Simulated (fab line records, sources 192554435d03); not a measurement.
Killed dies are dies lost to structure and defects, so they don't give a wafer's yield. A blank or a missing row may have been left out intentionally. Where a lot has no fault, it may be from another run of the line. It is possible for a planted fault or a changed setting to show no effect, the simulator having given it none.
fab line records | flow n5-finfet | part 1 of 2: steps 1 to 8 of 9
record lots=7 | wafers=18 | last-day=17
route steps=1938 shown BEOL_M9@1439 BEOL_M15@1830 PASSIVATION@1936
lots that met no fault: from a run of the same line without faults
start-h: hours from the record's opening day to when the first of the lot's shown wafers began | wait-h: hours from the lot's prior step to this one | " unchanged from the row above | L1.1+2: a single row standing in for several wafers | - no value present, or no start provided | * or withheld: withheld | < > ~ a bound
route shown NAME@n: NAME is a module with steps in the file, n the number in the route of the first one | usual: the fault-free wafers' mean and standard deviation | same: alike in all rows | chamber/n: place in a boat | sites: readings site by site | _std_site: standard deviation of those values | _edge_site: mean of outer sites minus mean of inner sites | radius-mm: how far each site lies from the wafer's centre | mask NAME#n: copy n | behind: the last tool/chamber to shape the wafer | hold: why the lot was held/for how many hours/how that ended | device: whichever transistor did not switch (one of n, p or np) | end of line: at the end of the route, the tests of the same wafers | where a step has no rows: the recipe by itself | killed: the dies lost at the first sort to structure and to defects; this is not the yield of the wafer | map: shows each die of a wafer: x if killed, . if not, _ if none is there
set.NAME: the setting the step ran with; set.NAME@STEP: the setting that earlier step ran with | model.NAME: the simulator's own value behind a step, which no gauge read
the route's steps for a sample of lots (tables are steps, rows are wafers)
services: the hour from which a tool's chamber was out of use, counted from the record's first day as start-h (under 0 if before that day), plus the number of hours and why
## steps
# step N5_BEOL_M9_ETCH_65
# recipe chemistry=CF4 | target=SiARC | target-depth-a=156 | mask-material=CAR-EUV | time-s=26 | ion-energy-ev=80 | pressure-mtorr=40 | source-w=545 | bias-w=36 | Ar_flow_sccm=100 | cf4-flow-sccm=100 | ends=cleared
# usual bias-w=36.01/0.11 | drypump-motor-current-A=5.6/0.5 | etch-rf-on-time-s=25.8/0.43 | oes-product-au=0.70/0.053 | rf-vpp-V=184.1/1.1 | showerhead-plenum-p-Torr=2.15/0.062 | throttle-valve-pct=15.51/0.18
lot.wafer | tool        | chamber | start-h | wait-h | bias-w | drypump-motor-current-A | etch-rf-on-time-s | oes-product-au | rf-hours-counter-h | rf-vpp-V | showerhead-plenum-p-Torr | throttle-valve-pct
L832.2    | rie-diel-01 | 0       | 210.65  | 0.0    | 36.05  | 5.8                     | 25.4              | 0.72           | 56                 | 185.3    | 2.26                     | 15.67
L832.3    | "           | 3       | "       | "      | 36.00  | 5.5                     | 26.2              | 0.74           | 43                 | 182.5    | 2.19                     | 15.50
L832.4    | "           | 2       | "       | "      | 35.90  | 4.8                     | 25.0              | 0.71           | 88                 | 181.9    | 2.08                     | 15.34
L833.1    | rie-diel-01 | 1       | 227.40  | 0.0    | 35.97  | 5.7                     | 25.6              | 0.66           | 150                | 183.5    | 2.15                     | 15.57
L833.4    | "           | 3       | "       | "      | 36.16  | 5.5                     | 26.1              | 0.74           | 48                 | 183.3    | 2.18                     | 15.53
L833.5    | "           | 3       | "       | "      | 35.97  | 5.5                     | 26.0              | 0.74           | -                  | 183.8    | 2.18                     | 15.52
L841.1    | rie-diel-01 | 1       | 266.02  | 0.0    | 35.94  | 5.7                     | 25.7              | 0.65           | 162                | 182.8    | 2.14                     | 15.60
L841.5    | "           | 3       | "       | "      | 35.90  | 5.5                     | 26.0              | 0.72           | -                  | 183.9    | 2.18                     | 15.55
L844.1    | rie-diel-01 | 2       | 287.32  | 0.0    | 36.04  | 4.9                     | 25.1              | 0.69           | 113                | 183.9    | 2.07                     | 15.37
L844.5    | "           | 1       | "       | "      | 36.25  | 5.7                     | 25.9              | 0.64           | -                  | 184.0    | 2.14                     | 15.61
L842.1    | rie-diel-01 | 0       | 291.59  | 0.0    | 35.96  | 5.8                     | 25.4              | 0.70           | 81                 | 183.8    | 2.25                     | 15.73
L842.2    | "           | 2       | "       | "      | 35.76  | 4.8                     | 25.2              | 0.69           | 114                | 182.8    | 2.07                     | 15.39
L849.1    | rie-diel-02 | 1       | 306.82  | 0.0    | 36.03  | 5.8                     | 25.8              | 0.78           | 25                 | 182.3    | 2.10                     | 15.65
L849.2    | "           | 0       | "       | "      | 35.93  | 6.1                     | 25.6              | 0.63           | 186                | 184.4    | 2.21                     | 15.35
L849.3    | "           | 2       | "       | "      | 35.84  | 5.0                     | 25.8              | 0.66           | 121                | 182.8    | 2.07                     | 15.67
L855.3    | rie-diel-03 | 3       | 356.84  | 0.0    | 35.97  | 5.8                     | 25.2              | 0.72           | -                  | 184.1    | 2.16                     | 15.52
L855.4    | "           | 0       | "       | "      | 36.13  | 5.7                     | 26.3              | 0.73           | -                  | 183.1    | 2.08                     | 15.14
L855.6    | "           | 0       | "       | "      | 35.99  | 5.7                     | 26.5              | 0.72           | -                  | 183.6    | 2.08                     | 15.13
# step N5_BEOL_M9_VIA_ETCH_34
# recipe chemistry=C4F6/O2 | target=SiCOH_lowk | target-depth-a=1824 | mask-material=SOC | taper-deg=4 | time-s=68.4 | ion-energy-ev=250 | pressure-mtorr=30 | source-w=345 | bias-w=185 | Ar_flow_sccm=300 | C4F6_flow_sccm=10 | O2_flow_sccm=10
# usual bias-w=185.0/0.57 | drypump-motor-current-A=5.7/0.5 | oes-product-au=0.81/0.063 | rf-vpp-V=668/5 | showerhead-plenum-p-Torr=2.86/0.083 | throttle-valve-pct=20.81/0.2
lot.wafer | tool        | chamber | start-h | wait-h | bias-w | drypump-motor-current-A | oes-product-au | rf-hours-counter-h | rf-vpp-V | showerhead-plenum-p-Torr | throttle-valve-pct
L832.2    | rie-diel-01 | 0       | 210.78  | 0.0    | 184.4  | 5.8                     | 0.84           | 56                 | 667      | 3.01                     | 21.05
L832.3    | "           | 3       | "       | "      | 185.1  | 5.5                     | 0.87           | 43                 | 678      | 2.90                     | 20.84
L832.4    | "           | 2       | "       | "      | 184.2  | 4.8                     | 0.83           | 88                 | 664      | 2.75                     | 20.59
L833.1    | rie-diel-01 | 1       | 227.53  | 0.0    | 184.9  | 5.7                     | 0.77           | 150                | 672      | 2.85                     | 20.82
L833.4    | "           | 3       | "       | "      | 185.7  | 5.5                     | 0.87           | 48                 | 678      | 2.90                     | 20.86
L833.5    | "           | 3       | "       | "      | 185.5  | 5.5                     | 0.87           | -                  | 679      | 2.90                     | 20.83
L841.1    | rie-diel-01 | 1       | 266.15  | 0.0    | 184.9  | 5.7                     | 0.77           | 162                | 670      | 2.84                     | 20.87
L841.5    | "           | 3       | "       | "      | 186.0  | 5.5                     | 0.87           | -                  | 678      | 2.89                     | 20.89
L844.1    | rie-diel-01 | 2       | 287.45  | 0.0    | 183.9  | 4.9                     | 0.81           | 113                | 664      | 2.74                     | 20.62
L844.5    | "           | 1       | "       | "      | 184.4  | 5.7                     | 0.76           | -                  | 670      | 2.84                     | 20.87
L842.1    | rie-diel-01 | 0       | 291.71  | 0.0    | 184.0  | 5.8                     | 0.79           | 81                 | 668      | 3.00                     | 21.09
L842.2    | "           | 2       | "       | "      | 184.5  | 4.9                     | 0.80           | 114                | 665      | 2.74                     | 20.63
L849.1    | rie-diel-02 | 1       | 306.95  | 0.0    | 185.4  | 5.8                     | 0.91           | 25                 | 664      | 2.80                     | 21.05
L849.2    | "           | 0       | "       | "      | 185.1  | 6.1                     | 0.73           | 186                | 664      | 2.93                     | 20.51
L849.3    | "           | 2       | "       | "      | 185.0  | 5.1                     | 0.77           | 122                | 658      | 2.75                     | 21.00
L855.3    | rie-diel-03 | 3       | 357.05  | 0.0    | 184.3  | 5.8                     | 0.83           | -                  | 667      | 2.87                     | 20.83
L855.4    | "           | 0       | "       | "      | 185.9  | 5.7                     | 0.85           | -                  | 672      | 2.77                     | 20.43
L855.6    | "           | 0       | "       | "      | 185.7  | 5.7                     | 0.85           | -                  | 674      | 2.77                     | 20.43
# step N5_BEOL_M9_TRENCH_ETCH_37
# recipe chemistry=C4F6/O2 | target-depth-a=1514.3 | target=SiCOH_lowk | time-s=49 | ion-energy-ev=250 | pressure-mtorr=30 | source-w=345 | bias-w=185 | Ar_flow_sccm=300 | C4F6_flow_sccm=10 | O2_flow_sccm=10
# usual bias-w=185.0/0.57 | drypump-motor-current-A=5.7/0.5 | oes-product-au=0.81/0.062 | rf-vpp-V=668/5.1 | showerhead-plenum-p-Torr=2.86/0.083 | throttle-valve-pct=20.83/0.2
lot.wafer | tool        | chamber | start-h | wait-h | bias-w | drypump-motor-current-A | oes-product-au | rf-hours-counter-h | rf-vpp-V | showerhead-plenum-p-Torr | throttle-valve-pct
L832.2    | rie-diel-01 | 0       | 210.88  | -      | 184.0  | 5.8                     | 0.84           | 56                 | 668      | 3.01                     | 21.07
L832.3    | "           | 3       | "       | "      | 185.3  | 5.5                     | 0.87           | 43                 | 679      | 2.90                     | 20.88
L832.4    | "           | 2       | "       | "      | 184.9  | 4.8                     | 0.82           | 88                 | 665      | 2.75                     | 20.59
L833.1    | rie-diel-01 | 1       | 227.63  | -      | 185.8  | 5.6                     | 0.77           | 150                | 670      | 2.85                     | 20.89
L833.4    | "           | 3       | "       | "      | 185.7  | 5.5                     | 0.87           | 48                 | 678      | 2.90                     | 20.90
L833.5    | "           | 3       | "       | "      | 185.6  | 5.5                     | 0.87           | -                  | 678      | 2.90                     | 20.89
L841.1    | rie-diel-01 | 1       | 266.25  | -      | 183.8  | 5.7                     | 0.66           | 162                | 670      | 2.84                     | 20.84
L841.5    | "           | 3       | "       | "      | 184.8  | 5.6                     | 0.85           | -                  | 679      | 2.89                     | 20.90
L844.1    | rie-diel-01 | 2       | 287.55  | -      | 184.1  | 4.9                     | 0.70           | 113                | 663      | 2.74                     | 20.60
L844.5    | "           | 1       | "       | "      | 184.3  | 5.7                     | 0.75           | -                  | 671      | 2.84                     | 20.89
L842.1    | rie-diel-01 | 0       | 291.82  | -      | 184.8  | 5.8                     | 0.70           | 81                 | 667      | 3.00                     | 21.07
L842.2    | "           | 2       | "       | "      | 185.2  | 4.8                     | 0.80           | 114                | 665      | 2.74                     | 20.65
L849.1    | rie-diel-02 | 1       | 307.06  | -      | 185.2  | 5.8                     | 0.91           | 25                 | 663      | 2.80                     | 21.08
L849.2    | "           | 0       | "       | "      | 184.7  | 6.1                     | 0.73           | 186                | 666      | 2.93                     | 20.55
L849.3    | "           | 2       | "       | "      | 185.4  | 5.1                     | 0.77           | 122                | 660      | 2.75                     | 21.03
L855.3    | rie-diel-03 | 3       | 357.19  | -      | 185.6  | 5.7                     | 0.85           | -                  | 669      | 2.87                     | 20.87
L855.4    | "           | 0       | "       | "      | 184.6  | 5.7                     | 0.85           | -                  | 671      | 2.78                     | 20.46
L855.6    | "           | 0       | "       | "      | 184.7  | 5.6                     | 0.85           | -                  | 672      | 2.77                     | 20.46
# step N5_BEOL_M9_STRIP_80
# recipe chemistry=N2/H2 | time-s=10 | power-w=450 | temp-c=40 | pressure-mtorr=20 | rf-frequency-hz=6e+07 | bias-power-w=7 | n2-flow-sccm=200 | h2-flow-sccm=200
# usual bias-power-w=6.999/0.023 | drypump-motor-current-A=5.7/0.5 | oes-product-au=0.81/0.063 | rf-vpp-V=59.2/0.77 | showerhead-plenum-p-Torr=2.55/0.078 | throttle-valve-pct=23.48/0.19
lot.wafer | tool        | chamber | start-h | wait-h | bias-power-w | drypump-motor-current-A | oes-product-au | rf-hours-counter-h | rf-vpp-V | showerhead-plenum-p-Torr | throttle-valve-pct
L832.2    | rie-diel-01 | 0       | -       | -      | 6.985        | 5.8                     | 0.84           | 56                 | 60.4     | 2.68                     | 23.64
L832.3    | "           | 3       | "       | "      | 7.024        | 5.5                     | 0.87           | 43                 | 58.4     | 2.58                     | 23.50
L832.4    | "           | 2       | "       | "      | 6.948        | 4.9                     | 0.83           | 88                 | 58.3     | 2.46                     | 23.15
L833.1    | rie-diel-01 | 1       | -       | -      | 6.996        | 5.7                     | 0.77           | 150                | 58.9     | 2.54                     | 23.59
L833.4    | "           | 3       | "       | "      | 7.060        | 5.5                     | 0.88           | 48                 | 60.3     | 2.58                     | 23.49
L833.5    | "           | 3       | "       | "      | 7.041        | 5.5                     | 0.88           | -                  | 60.8     | 2.58                     | 23.50
L841.1    | rie-diel-01 | 1       | -       | -      | 7.014        | 5.7                     | 0.75           | 162                | 60.0     | 2.54                     | 23.62
L841.5    | "           | 3       | "       | "      | 6.979        | 5.5                     | 0.86           | -                  | 58.4     | 2.57                     | 23.50
L844.1    | rie-diel-01 | 2       | -       | -      | 6.973        | 4.9                     | 0.80           | 113                | 58.3     | 2.45                     | 23.19
L844.5    | "           | 1       | "       | "      | 7.008        | 5.7                     | 0.75           | -                  | 59.2     | 2.54                     | 23.64
L842.1    | rie-diel-01 | 0       | -       | -      | 6.962        | 5.8                     | 0.80           | 81                 | 59.5     | 2.67                     | 23.65
L842.2    | "           | 2       | "       | "      | 7.004        | 4.9                     | 0.79           | 114                | 60.0     | 2.45                     | 23.19
L849.1    | rie-diel-02 | 1       | -       | -      | 6.981        | 5.8                     | 0.92           | 25                 | 59.4     | 2.48                     | 23.59
L849.2    | "           | 0       | "       | "      | 6.965        | 6.1                     | 0.73           | 186                | 58.8     | 2.64                     | 23.54
L849.3    | "           | 2       | "       | "      | 7.001        | 5.1                     | 0.77           | 122                | 59.4     | 2.45                     | 23.69
L855.3    | rie-diel-03 | 3       | -       | -      | 6.972        | 5.7                     | 0.83           | -                  | 59.9     | 2.56                     | 23.57
L855.4    | "           | 0       | "       | "      | 7.036        | 5.7                     | 0.85           | -                  | 58.8     | 2.47                     | 23.13
L855.6    | "           | 0       | "       | "      | 7.029        | 5.7                     | 0.85           | -                  | 60.4     | 2.47                     | 23.14
# step N5_BEOL_M9_OCD_MEAS_38
# usual trench-depth-nm=152.2/2.1
lot.wafer | tool   | chamber | start-h | wait-h | trench-depth-nm
L832.2    | ocd-01 | -       | 211.05  | -      | 153.3
L832.3    | "      | -       | "       | "      | 151.9
L832.4    | "      | -       | "       | "      | 151.9
L833.1    | ocd-02 | -       | 227.81  | -      | 151.8
L833.4    | "      | -       | "       | "      | 151.6
L833.5    | "      | -       | "       | "      | 151.8
L841.1    | ocd-01 | -       | 266.43  | -      | 122.0
L841.5    | "      | -       | "       | "      | 152.1
L844.1    | ocd-02 | -       | 287.72  | -      | 123.3
L844.5    | "      | -       | "       | "      | 151.8
L842.1    | ocd-02 | -       | 291.99  | -      | 121.3
L842.2    | "      | -       | "       | "      | 154.2
L849.1    | ocd-02 | -       | 307.23  | -      | 153.1
L849.2    | "      | -       | "       | "      | 152.8
L849.3    | "      | -       | "       | "      | 152.4
L855.3    | ocd-02 | -       | 357.42  | -      | 155.1
L855.4    | "      | -       | "       | "      | 151.2
L855.6    | "      | -       | "       | "      | 149.9
# step N5_BEOL_M9_THK_MEAS_53
# recipe thk-meas-gauge=xrf | reads=Cu_of_BEOL_M9_ECD_50
# usual M9_THK=142.0/2.5
lot.wafer | tool          | chamber | start-h | wait-h | M9_THK[nm]
L832.2    | film-metro-01 | -       | 215.39  | -      | 141.1
L832.3    | "             | -       | "       | "      | 138.3
L832.4    | "             | -       | "       | "      | 140.0
L833.1    | film-metro-02 | -       | 230.10  | -      | 142.6
L833.4    | "             | -       | "       | "      | 141.8
L833.5    | "             | -       | "       | "      | 141.3
L841.1    | film-metro-01 | -       | 269.15  | -      | 112.9
L841.5    | "             | -       | "       | "      | 143.0
L844.1    | film-metro-01 | -       | 289.98  | -      | 111.8
L844.5    | "             | -       | "       | "      | 139.7
L842.1    | film-metro-02 | -       | 295.67  | -      | 109.6
L842.2    | "             | -       | "       | "      | 144.1
L849.1    | film-metro-02 | -       | 309.56  | -      | 143.9
L849.2    | "             | -       | "       | "      | 145.8
L849.3    | "             | -       | "       | "      | 143.7
L855.3    | film-metro-02 | -       | 359.48  | -      | 144.2
L855.4    | "             | -       | "       | "      | 141.1
L855.6    | "             | -       | "       | "      | 141.1
# step N5_BEOL_M9_RS_MEAS_57
# recipe thk-meas-gauge=four-point-probe | reads=Cu_of_BEOL_M9_ECD_50+Co_of_BEOL_M9_CVD_78+TaN_of_BEOL_M9_ALD_74
# usual M9_RS=0.1503/0.0027
lot.wafer | tool          | chamber | start-h | wait-h | M9_RS[ohm/sq]
L832.2    | film-metro-02 | -       | 215.53  | 0.1    | 0.1502
L832.3    | "             | -       | "       | "      | 0.1532
L832.4    | "             | -       | "       | "      | 0.1523
L833.1    | film-metro-01 | -       | 230.24  | 0.1    | 0.1502
L833.4    | "             | -       | "       | "      | 0.1513
L833.5    | "             | -       | "       | "      | 0.1515
L841.1    | film-metro-02 | -       | 269.28  | 0.1    | 0.1965
L841.5    | "             | -       | "       | "      | 0.1501
L844.1    | film-metro-01 | -       | 290.12  | 0.1    | 0.1930
L844.5    | "             | -       | "       | "      | 0.1518
L842.1    | film-metro-01 | -       | 295.81  | 0.1    | 0.1993
L842.2    | "             | -       | "       | "      | 0.1484
L849.1    | film-metro-01 | -       | 309.70  | 0.1    | 0.1490
L849.2    | "             | -       | "       | "      | 0.1469
L849.3    | "             | -       | "       | "      | 0.1491
L855.3    | film-metro-01 | -       | 359.62  | 0.1    | 0.1464
L855.4    | "             | -       | "       | "      | 0.1509
L855.6    | "             | -       | "       | "      | 0.1504
# step N5_BEOL_M15_RC_MEAS_101
# usual COMB_M10=1.4e-11/3.2e-12 | COMB_M11=1.4e-11/3.1e-12 | COMB_M12=6.3e-12/1.4e-12 | COMB_M13=4.3e-12/9.4e-13 | COMB_M13_max_site=6.4e-12/1.6e-12 | COMB_M14=3.3e-12/8.2e-13 | COMB_M15=2.3e-12/5.4e-13 | COMB_M5=3.6e-11/6.7e-12 | COMB_M6=2.4e-11/5e-12 | COMB_M7=2.5e-11/4.8e-12 | COMB_M8=2.5e-11/5.2e-12 | SERP_M10=3.08/0.059 | SERP_M11=3.04/0.058 | SERP_M12=0.632/0.011 | SERP_M13=0.309/0.0048 | SERP_M14=0.1610/0.0025 | SERP_M5=38.3/1.3 | SERP_M6=13.8/0.44 | SERP_M6_max_site=14.4/0.48 | SERP_M7=13.9/0.4 | SERP_M8=14.0/0.42 | SERP_M9=3.06/0.068 | SERP_M9_max_site=3.14/0.078
lot.wafer | tool      | chamber | start-h | wait-h | COMB_M10[S/m] | COMB_M11[S/m] | COMB_M12[S/m] | COMB_M13[S/m] | COMB_M13_max_site[S/m] | COMB_M14[S/m] | COMB_M15[S/m] | COMB_M5[S/m] | COMB_M6[S/m] | COMB_M7[S/m] | COMB_M8[S/m] | SERP_M10[ohm/um] | SERP_M11[ohm/um] | SERP_M12[ohm/um] | SERP_M13[ohm/um] | SERP_M14[ohm/um] | SERP_M5[ohm/um] | SERP_M6[ohm/um] | SERP_M6_max_site[ohm/um] | SERP_M7[ohm/um] | SERP_M8[ohm/um] | SERP_M9[ohm/um] | SERP_M9_max_site[ohm/um]
L832.2    | prober-02 | 0       | 258.28  | 0.2    | 1.6e-11       | 1.4e-11       | 7.9e-12       | 5.8e-12       | 6.8e-12                | 2.5e-12       | 2.9e-12       | 3.6e-11      | 2.5e-11      | 1.8e-11      | 2.1e-11      | 3.01             | 2.98             | 0.624            | 0.310            | 0.1609           | 43.5            | 13.6            | 14.2                     | 13.9            | 13.5            | 3.10            | 3.16
L832.3    | "         | 0       | "       | "      | 1.3e-11       | 1.2e-11       | 7.2e-12       | 3.1e-12       | 4.6e-12                | 2.8e-12       | 2.3e-12       | 4.8e-11      | 3.2e-11      | 2.1e-11      | 2.7e-11      | 3.00             | 2.90             | 0.616            | 0.306            | 0.1615           | 39.7            | 13.8            | 14.3                     | 14.7            | 13.8            | 3.13            | 3.23
L832.4    | "         | 0       | "       | "      | 1.4e-11       | 2.2e-11       | 8.5e-12       | 3.9e-12       | 4.8e-12                | 3.6e-12       | 2.6e-12       | 3.6e-11      | 2.5e-11      | 2.7e-11      | 2.9e-11      | 2.91             | 2.98             | 0.641            | 0.306            | 0.1618           | 41.5            | 13.5            | 13.8                     | 14.4            | 14.1            | 3.14            | 3.19
L833.1    | prober-01 | 0       | 268.65  | 0.0    | 1.7e-11       | 1.5e-11       | 5.8e-12       | 3.5e-12       | 4.2e-12                | 4.2e-12       | 2.1e-12       | 3.7e-11      | 3.4e-11      | 2.4e-11      | 3.9e-11      | 3.14             | 3.03             | 0.629            | 0.303            | 0.1620           | 39.5            | 13.1            | 13.5                     | 13.8            | 13.8            | 3.10            | 3.21
L833.4    | "         | 0       | "       | "      | 2.2e-11       | 1.6e-11       | 6.9e-12       | 4.4e-12       | 5.2e-12                | 3.5e-12       | 3.1e-12       | 3.6e-11      | 2.8e-11      | 3.5e-11      | 2.7e-11      | 3.13             | 3.01             | 0.625            | 0.305            | 0.1635           | 38.3            | 13.7            | 14.5                     | 14.1            | 13.7            | 3.06            | 3.17
L833.5    | "         | 0       | "       | "      | 1.8e-11       | 1.8e-11       | 8.5e-12       | 3.6e-12       | 4.8e-12                | 3.7e-12       | 2.2e-12       | 3.5e-11      | 2.7e-11      | 3.3e-11      | 2.2e-11      | 3.13             | 3.05             | 0.629            | 0.303            | 0.1619           | 38.9            | 13.7            | 14.1                     | 14.0            | 14.1            | 3.02            | 3.16
L841.1    | prober-02 | 0       | 309.68  | 0.0    | 1.5e-11       | 2.4e-11       | 4.2e-12       | 5.7e-12       | 8.9e-12                | 2.4e-12       | 1.8e-12       | 3e-11        | 2.7e-11      | 3e-11        | 1.9e-11      | 3.07             | 3.03             | 0.626            | 0.308            | 0.1568           | 39.2            | 13.4            | 14.1                     | 14.2            | 13.5            | 4.05            | 4.18
L841.5    | "         | 0       | "       | "      | 1.6e-11       | 1.6e-11       | 6e-12         | 4.7e-12       | 6.1e-12                | 2.4e-12       | 1.5e-12       | 2.7e-11      | 2.5e-11      | 1.9e-11      | 1.8e-11      | 3.06             | 3.07             | 0.614            | 0.312            | 0.1576           | 38.8            | 13.2            | 13.8                     | 14.0            | 13.9            | 3.06            | 3.11
L844.1    | prober-02 | 0       | 327.24  | 0.0    | 1.3e-11       | 1.2e-11       | 4.3e-12       | 5.6e-12       | 9.4e-12                | 3.1e-12       | 3.8e-12       | 4.4e-11      | 2.2e-11      | 2.3e-11      | 2.8e-11      | 3.02             | 3.05             | 0.620            | 0.314            | 0.1612           | 37.9            | 13.1            | 13.8                     | 13.6            | 14.4            | 3.92            | 4.01
L844.5    | "         | 0       | "       | "      | 1.7e-11       | 1.3e-11       | 6.8e-12       | 4e-12         | 6.2e-12                | 2.1e-12       | 2.7e-12       | 4.5e-11      | 2.9e-11      | 3.4e-11      | 2.8e-11      | 3.08             | 3.12             | 0.626            | 0.307            | 0.1608           | 37.7            | 14.1            | 14.5                     | 13.7            | 14.8            | 3.12            | 3.19
L842.1    | prober-02 | 0       | 341.41  | 0.0    | 1.6e-11       | 1.3e-11       | 7.4e-12       | 2.7e-12       | 3.6e-12                | 2.5e-12       | 2.5e-12       | 4.7e-11      | 2e-11        | 2.4e-11      | 3.1e-11      | 3.05             | 2.99             | 0.642            | 0.307            | 0.1658           | 39.5            | 14.1            | 15.0                     | 14.3            | 13.6            | 4.15            | 4.36
L842.2    | "         | 0       | "       | "      | 1.4e-11       | 1.1e-11       | 4.9e-12       | 5.4e-12       | 8.4e-12                | 2.4e-12       | 2.4e-12       | 3.5e-11      | 2.4e-11      | 2.1e-11      | 3e-11        | 3.09             | 3.03             | 0.631            | 0.303            | 0.1608           | 37.2            | 13.6            | 14.0                     | 14.1            | 14.5            | 3.07            | 3.16
L849.1    | prober-02 | 0       | 357.17  | 0.0    | 1.6e-11       | 1.5e-11       | 6.2e-12       | 3.9e-12       | 6.3e-12                | 4.6e-12       | 2.1e-12       | 3.7e-11      | 1.8e-11      | 2.5e-11      | 2.7e-11      | 3.14             | 3.09             | 0.635            | 0.307            | 0.1632           | 37.5            | 13.8            | 15.0                     | 13.4            | 13.2            | 3.05            | 3.14
L849.2    | "         | 0       | "       | "      | 1.6e-11       | 1.4e-11       | 7.9e-12       | 5.1e-12       | 5.4e-12                | 3.4e-12       | 1.9e-12       | 3.4e-11      | 2.2e-11      | 2.3e-11      | 2.4e-11      | 3.19             | 2.97             | 0.635            | 0.301            | 0.1612           | 38.8            | 13.8            | 14.4                     | 13.7            | 13.7            | 3.01            | 3.17
L849.3    | "         | 0       | "       | "      | 2.4e-11       | 1.8e-11       | 6.3e-12       | 3.5e-12       | 5.3e-12                | 4.5e-12       | 2.1e-12       | 3.2e-11      | 2e-11        | 2.3e-11      | 1.8e-11      | 3.08             | 3.04             | 0.623            | 0.310            | 0.1639           | 39.1            | 14.2            | 14.9                     | 13.8            | 14.1            | 3.02            | 3.08
L855.3    | prober-02 | 0       | 401.05  | 0.5    | 1.4e-11       | 1.3e-11       | 4.7e-12       | 3.5e-12       | 5.8e-12                | 3.2e-12       | 2.1e-12       | 5.3e-11      | 2e-11        | 3.1e-11      | 2.6e-11      | 3.11             | 2.96             | 0.632            | 0.309            | 0.1621           | 36.7            | 13.5            | 14.0                     | 13.4            | 13.8            | 3.01            | 3.03
L855.4    | "         | 0       | "       | "      | 1.8e-11       | 1.5e-11       | 5e-12         | 3.9e-12       | 7.9e-12                | 4.9e-12       | 2.5e-12       | 4.6e-11      | 2.7e-11      | 2.2e-11      | 3.1e-11      | 3.10             | 3.02             | 0.622            | 0.307            | 0.1601           | 37.9            | 14.0            | 14.5                     | 13.7            | 13.3            | 3.11            | 3.17
L855.6    | "         | 0       | "       | "      | 1.6e-11       | 1.6e-11       | 5.9e-12       | 4.2e-12       | 5.2e-12                | 4.7e-12       | 2.2e-12       | 3.5e-11      | 2.1e-11      | 2.1e-11      | 2.6e-11      | 3.11             | 3.02             | 0.628            | 0.302            | 0.1587           | 38.0            | 14.1            | 14.6                     | 12.8            | 14.7            | 3.13            | 3.17
# sites SERP_M9 radius-mm=0,75,75,75,75,140,140,140,140
L832.2 3.06 3.14 3.06 3.10 3.05 3.16 3.12 3.16 3.09
L833.1 3.21 3.11 3.10 3.11 3.13 2.80 2.89 2.84 2.89
L841.1 4.18 4.05 4.07 4.06 4.13 3.95 3.94 3.96 3.96
L844.1 4.01 3.98 3.92 4.01 3.94 3.86 3.67 3.79 3.76
L842.1 4.02 4.17 4.08 4.15 4.08 4.27 4.18 4.36 4.15
L849.1 3.11 3.12 3.10 3.14 3.01 3.03 2.98 3.05 2.97
L855.3 3.03 3.03 3.02 3.01 3.02 2.94 2.96 2.97 2.98
## key
first-sign step=N5_BEOL_M9_TRENCH_ETCH_37 | reading=oes-product-au | direction=down | sigmas=2.1 | usual=0.81 | struck=0.69
effect step=N5_BEOL_M9_OCD_MEAS_38 | reading=trench-depth-nm | direction=down | sigmas=14 | usual=152.2 | struck=122.2
effect step=N5_BEOL_M9_THK_MEAS_53 | reading=M9_THK | direction=down | sigmas=12 | usual=142.0 | struck=111.5
effect step=N5_BEOL_M9_RS_MEAS_57 | reading=M9_RS | direction=up | sigmas=17 | usual=0.1503 | struck=0.1963
effect step=N5_BEOL_M15_RC_MEAS_101 | reading=SERP_M9 | direction=up | sigmas=15 | usual=3.06 | struck=4.04
met-at N5_BEOL_M9_TRENCH_ETCH_37
struck-lots L841,L842,L844
struck-wafers L841.1,L842.1,L844.1
not-acting-at N5_BEOL_M9_ETCH_65,N5_BEOL_M9_VIA_ETCH_34,N5_BEOL_M9_STRIP_80
onset-between 227.63 266.25
fault kind=process-parameter-drift | tool=rie-diel-01 | chamber=- | onset-h=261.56 | steps=N5_BEOL_M9_TRENCH_ETCH_37 | channel=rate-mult | offset=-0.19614 | shape=step | end-h=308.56 | scope=struck-wafers-only
